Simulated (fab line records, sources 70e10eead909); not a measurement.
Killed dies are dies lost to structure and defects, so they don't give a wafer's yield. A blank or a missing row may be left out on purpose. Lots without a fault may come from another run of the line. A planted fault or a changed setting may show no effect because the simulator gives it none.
Problem report in the 8D (eight disciplines) form, filled by code | flow nand_harc | the parts of the form that need people (team, actions taken, sign-off) are left out

1. THE PROBLEM
exposure_dose_mJ_cm2 at NHARC_P_GATE_EXPOSE_23 reads a mean of 91.75 on 6 wafers of 2 lots; wafers without a fault read 93.90 with a standard deviation of 0.092. That is -23 standard deviations from the usual mean.
The step: exposes mask P GATE, target cd 120 nm.
First seen on wafer L457.1, day 7 04:35, on arfi_scanner-02. The record holds 36 wafers of 12 lots with a number at this step. Rule for "out", or "out of limits": more than 4 standard deviations from the usual mean. The other wafers with a number count as sound.

2. WHAT IT IS AND WHAT IT IS NOT
question                    | is                     | is not
which readings at this step | exposure_dose_mJ_cm2   | -
which lots                  | L457, L463             | L448, L449, L451, L452, L453, L455, L456, L461, L467, L471
which wafers of those lots  | all that have a number | -
read on which tools         | arfi_scanner-02        | arfi_scanner-01, arfi_scanner-03
when                        | from day 7 04:35       | up to then (21 sound wafers); but 9 sound wafers of L461, L467, L471 came after

3. SUSPECTS, AND WHAT RULES EACH OUT
Counting: a tool at a process step up to the reading stays a suspect if it ran every lot that is out and no sound lot after the first of them.
- arfi_scanner-02 at NHARC_P_GATE_EXPOSE_23 (exposes mask P GATE, target cd 120 nm): kept. It ran every lot that is out, first L457 (day 7 04:35), and no sound lot after that; its last sound lot up to then is L456 (day 6 22:12). Its own readings are out on those wafers: exposure_dose_mJ_cm2.
Left after counting: arfi_scanner-02 at NHARC_P_GATE_EXPOSE_23.

4. THE CAUSE (what the simulator had put in)
Process parameter drift: arfi_scanner-02, from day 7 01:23 on, at NHARC_P_GATE_EXPOSE_23. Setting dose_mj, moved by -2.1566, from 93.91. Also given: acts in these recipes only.
Counting left only this tool.

5. THE CHAIN OF EFFECTS, in route order
Each row: a reading whose mean over the struck wafers that have a number lies more than 3 standard deviations from the usual. Only readings for which the record gives a usual standard deviation are gone through. hours: the time from each lot's start at the first step in this table that gives one to its start at this step, as a median over the lots. sigmas: the change in usual standard deviations.
hours | step                   | reading              | usual | on struck wafers | change | sigmas
0     | NHARC_P_GATE_EXPOSE_23 | exposure_dose_mJ_cm2 | 93.90 | 91.75            | -2.15  | -23
The process steps in it:
- NHARC_P_GATE_EXPOSE_23: exposes mask P GATE, target cd 120 nm.
Later measuring or inspecting steps at which every struck wafer that the step has a row for has a number for every such reading, and none has moved that far: NHARC_END_SORT_01.

6. WHAT WOULD HAVE CAUGHT IT SOONER
In this record the first reading out of limits was taken at day 7 04:35, 3 hours after the fault began at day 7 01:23.
